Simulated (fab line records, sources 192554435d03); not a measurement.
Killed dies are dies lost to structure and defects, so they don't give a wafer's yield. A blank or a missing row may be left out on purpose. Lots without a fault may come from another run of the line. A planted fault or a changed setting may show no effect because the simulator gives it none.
Split-lot experiment | flow n5_finfet | 7 lots, 21 wafers read, on a route of 1938 steps

THE SPLIT
At N5_MOL_CONTACT_COAG_COAT_34 (resist thk 40 nm), the setting spin_rpm was moved away from the recipe's 1500 rpm on 5 of the 21 wafers read, by -8.0% to +8.6%. The other wafers ran this setting at the recipe's value.

FROM THE SPLIT TO THE READING: what the file shows between them, 4 steps
- N5_MOL_CONTACT_COAG_EBR_36
- N5_MOL_CONTACT_COAG_SOFTBAKE_35: time 60 s
- N5_MOL_CONTACT_COAG_EXPOSE_37: exposes mask VD, defocus 0 nm
- N5_MOL_CONTACT_COAG_PEB_38: peb time 60 s

THE READING
CAR-EUV_of_MOL_CONTACT_COAG_COAT_34.thk_nm (the simulator's own value, which no gauge read), in nm, at N5_MOL_CONTACT_COAG_DEVELOP_39 (develop time 30 s). The file gives no usual value for it. The 16 wafers here that ran the recipe average 39.6 nm, standard deviation 0.18 nm.

wafer  | tool, chamber at the split | spin_rpm as run, rpm | against the recipe | CAR-EUV_of_MOL_CONTACT_COAG_COAT_34.thk_nm, nm | against lot-mates on the recipe
L079.2 | litho_track-03, 0          | 1500                 | recipe             | 39.4                                           | -
L079.4 | litho_track-03, 0          | 1500                 | recipe             | 39.4                                           | -
L079.5 | litho_track-03, 0          | 1500                 | recipe             | 39.4                                           | -
L082.1 | litho_track-03, 0          | 1500                 | recipe             | 39.8                                           | -
L082.2 | litho_track-03, 0          | 1500                 | recipe             | 39.8                                           | -
L082.6 | litho_track-03, 0          | 1500                 | recipe             | 39.8                                           | -
L084.2 | litho_track-02, 0          | 1629                 | +8.6%              | 38                                             | -1.4
L084.6 | litho_track-02, 0          | 1629                 | +8.6%              | 38                                             | -1.4
L084.4 | litho_track-02, 0          | 1500                 | recipe             | 39.4                                           | -
L086.3 | litho_track-05, 0          | 1578                 | +5.2%              | 38.6                                           | -1.1
L086.5 | litho_track-05, 0          | 1500                 | recipe             | 39.8                                           | -
L086.6 | litho_track-05, 0          | 1500                 | recipe             | 39.6                                           | -
L087.1 | litho_track-03, 0          | 1500                 | recipe             | 39.8                                           | -
L087.2 | litho_track-03, 0          | 1500                 | recipe             | 39.8                                           | -
L087.5 | litho_track-03, 0          | 1500                 | recipe             | 39.6                                           | -
L088.1 | litho_track-03, 0          | 1380                 | -8.0%              | 41.2                                           | +1.6
L088.5 | litho_track-03, 0          | 1380                 | -8.0%              | 41.2                                           | +1.6
L088.3 | litho_track-03, 0          | 1500                 | recipe             | 39.6                                           | -
L091.2 | litho_track-03, 0          | 1500                 | recipe             | 39.4                                           | -
L091.5 | litho_track-03, 0          | 1500                 | recipe             | 39.4                                           | -
L091.6 | litho_track-03, 0          | 1500                 | recipe             | 39.4                                           | -

THE FIT
A straight line over all 21 wafers: CAR-EUV_of_MOL_CONTACT_COAG_COAT_34.thk_nm changes by -0.193 nm for each +1% of spin_rpm; r = -0.98; the points scatter about the line by 0.17 nm.
The same after taking each lot's own level away (the mean of its wafers on the recipe; 21 wafers): -0.183 nm for each +1%; r = -0.99; scatter 0.09 nm.
On that fit, the largest move of spin_rpm shifts the reading by 1.6 nm.
The lots' own levels span 39.40 to 39.80 nm, that is 2.2 times the standard deviation above.
So the lot-to-lot level changes the slope little: the two slopes agree.
Check: with one of the wafers moved furthest among these (+8.6%) left out of the fit, the line predicts -1.61 nm for it against its lot-mates. It came out at -1.4 nm against them.

OTHER SPLITS ON THESE WAFERS
These wafers also went through other splits before the reading. Each is held against what the fit with the lots' levels taken away leaves over:
other split on the same wafers          | wafers away from the commonest value | r with CAR-EUV_of_MOL_CONTACT_COAG_COAT_34.thk_nm (lot level and that fit taken away)
N5_SD_EPI_P_DEVELOP_08 develop_time_s   | 6                                    | -0.04
N5_HKMG_FIN_COAT_43 spin_rpm            | 6                                    | +0.21
N5_MOL_CONTACT_COAG_ALD_27 ald_cycles   | 6                                    | +0.07
N5_MOL_CONTACT_COAG_ETCHBACK_135 time_s | 10                                   | -0.09

THE WHOLE CHAIN: every reading that the file lists as answering this split, in the file's order
step                           | what it does      | reading                                                                                     | change (the file's fit)               | r (the file's)
N5_MOL_CONTACT_COAG_COAT_34    | resist thk 40 nm  | CAR-EUV_of_MOL_CONTACT_COAG_COAT_34.thk_nm (the simulator's own value, which no gauge read) | -0.199 nm for each +1% of the setting | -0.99
N5_MOL_CONTACT_COAG_DEVELOP_39 | develop time 30 s | CAR-EUV_of_MOL_CONTACT_COAG_COAT_34.thk_nm (the simulator's own value, which no gauge read) | -0.185 nm for each +1% of the setting | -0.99

THE FILE'S OWN FIT
CAR-EUV_of_MOL_CONTACT_COAG_COAT_34.thk_nm changes by -0.185 nm for each +1% of spin_rpm, r = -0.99.
